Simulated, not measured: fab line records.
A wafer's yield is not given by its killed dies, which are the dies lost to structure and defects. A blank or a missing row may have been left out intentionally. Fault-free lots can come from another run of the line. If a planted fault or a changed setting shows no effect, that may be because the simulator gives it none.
Split-lot experiment + flow n5 finfet + 21 wafers read across 7 lots, on a route 1938 steps long

## SPLIT DETAILS
At N5_BEOL_M7_TRENCH_ETCH_37 (etches SiCOH lowk in C4F6/O2, target depth 93.478 nm, time 31.2 s), the setting source w was moved away from the recipe's 345 W on 6 of the 21 wafers read, by -15.5% to +18.0%. All remaining wafers had this setting at the recipe value.

The reading comes from the split's own step.

## THE READING
rf vpp V, in V, at N5_BEOL_M7_TRENCH_ETCH_37 (etches SiCOH lowk in C4F6/O2, target depth 93.478 nm, time 31.2 s). On this fab line, fault-free wafers typically give 672 V with a standard deviation of 11 V.

| wafer  | tool, chamber at the split | source w as run, W | against the recipe | rf vpp V, V | against lot-mates on the recipe |
|--------|----------------------------|--------------------|--------------------|-------------|---------------------------------|
| L076.1 | rie diel-05, 2             | 345                | recipe             | 657         | -                               |
| L076.3 | rie diel-05, 1             | 291.6              | -15.5%             | 730         | +73                             |
| L076.6 | rie diel-05, 1             | 291.6              | -15.5%             | 730         | +73                             |
| L075.1 | rie diel-05, 0             | 345                | recipe             | 665         | -                               |
| L075.2 | rie diel-05, 2             | 345                | recipe             | 659         | -                               |
| L075.3 | rie diel-05, 3             | 345                | recipe             | 670         | -                               |
| L080.1 | rie diel-02, 0             | 345                | recipe             | 666         | -                               |
| L080.2 | rie diel-02, 1             | 345                | recipe             | 687         | -                               |
| L080.4 | rie diel-02, 2             | 345                | recipe             | 685         | -                               |
| L082.1 | rie diel-02, 2             | 373.7              | +8.3%              | 657         | -30                             |
| L082.3 | rie diel-02, 1             | 345                | recipe             | 688         | -                               |
| L082.5 | rie diel-02, 2             | 345                | recipe             | 685         | -                               |
| L088.3 | rie diel-02, 1             | 345                | recipe             | 687         | -                               |
| L088.4 | rie diel-02, 3             | 407                | +18.0%             | 616         | -72                             |
| L088.6 | rie diel-02, 1             | 345                | recipe             | 688         | -                               |
| L094.2 | rie diel-06, 1             | 345                | recipe             | 659         | -                               |
| L094.4 | rie diel-06, 2             | 345                | recipe             | 674         | -                               |
| L094.6 | rie diel-06, 1             | 345                | recipe             | 659         | -                               |
| L096.2 | rie diel-02, 0             | 363.6              | +5.4%              | 647         | -39                             |
| L096.4 | rie diel-02, 3             | 363.6              | +5.4%              | 650         | -36                             |
| L096.6 | rie diel-02, 1             | 345                | recipe             | 686         | -                               |

FIT RESULTS
A straight line over all 21 wafers: rf vpp V changes by -3.44 V for each +1% of source w; r = -0.90; the points scatter about the line by 11 V.
The same after taking each lot's own level away (the mean of its wafers on the recipe; 21 wafers): -4.51 V for each +1%; r = -0.97; scatter 7.3 V.
On that fit, the largest move of source w shifts the reading by 81 V.
The lots' own levels span 657.0 to 687.5 V, that is 2.8 times the standard deviation above.
In other words, the slope is changed by the lot-to-lot level; the two fits disagree.
Check: with one of the wafers moved furthest among these (+18.0%) left out of the fit, the line predicts -87.3 V for it against its lot-mates. It came out at -71.5 V against them.
Tool readings at the split's step, against how far the setting was moved: rf vpp V r = -0.90.

## OTHER SPLITS ON THESE WAFERS
Other splits were also applied to these wafers ahead of the reading. Each is held against what the fit with the lots' levels taken away leaves over:
| other split on the same wafers | wafers away from the commonest value | r with rf vpp V (lot level and that fit taken away) |
|--------------------------------|--------------------------------------|-----------------------------------------------------|
| N5_BEOL_M4_DESCUM_16 time s    | 10                                   | +0.30                                               |
| N5_BEOL_M5_COAT_05 spin rpm    | 6                                    | +0.00                                               |
| N5_BEOL_M7_COAT_64 spin rpm    | 10                                   | -0.38                                               |
| N5_BEOL_M7_COAT_71 spin rpm    | 10                                   | -0.22                                               |

## THE WHOLE CHAIN: every reading that the file lists as answering this split, in the file's order
| step                      | what it does                                                      | reading                                                                   | change (the file's fit)               | r (the file's) |
|---------------------------|-------------------------------------------------------------------|---------------------------------------------------------------------------|---------------------------------------|----------------|
| N5_BEOL_M7_TRENCH_ETCH_37 | etches SiCOH lowk in C4F6/O2, target depth 93.478 nm, time 31.2 s | rf vpp V                                                                  | -4.34 V for each +1% of the setting   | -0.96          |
| N5_BEOL_M7_TRENCH_ETCH_37 | etches SiCOH lowk in C4F6/O2, target depth 93.478 nm, time 31.2 s | BEOL_M7.feature depth nm (the simulator's own value, which no gauge read) | +0.482 nm for each +1% of the setting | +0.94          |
| N5_BEOL_M7_TRENCH_ETCH_37 | etches SiCOH lowk in C4F6/O2, target depth 93.478 nm, time 31.2 s | etch.depth nm (the simulator's own value, which no gauge read)            | +0.484 nm for each +1% of the setting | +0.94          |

## FILE'S OWN FIT
rf vpp V changes by -4.34 V for each +1% of source w, r = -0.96.
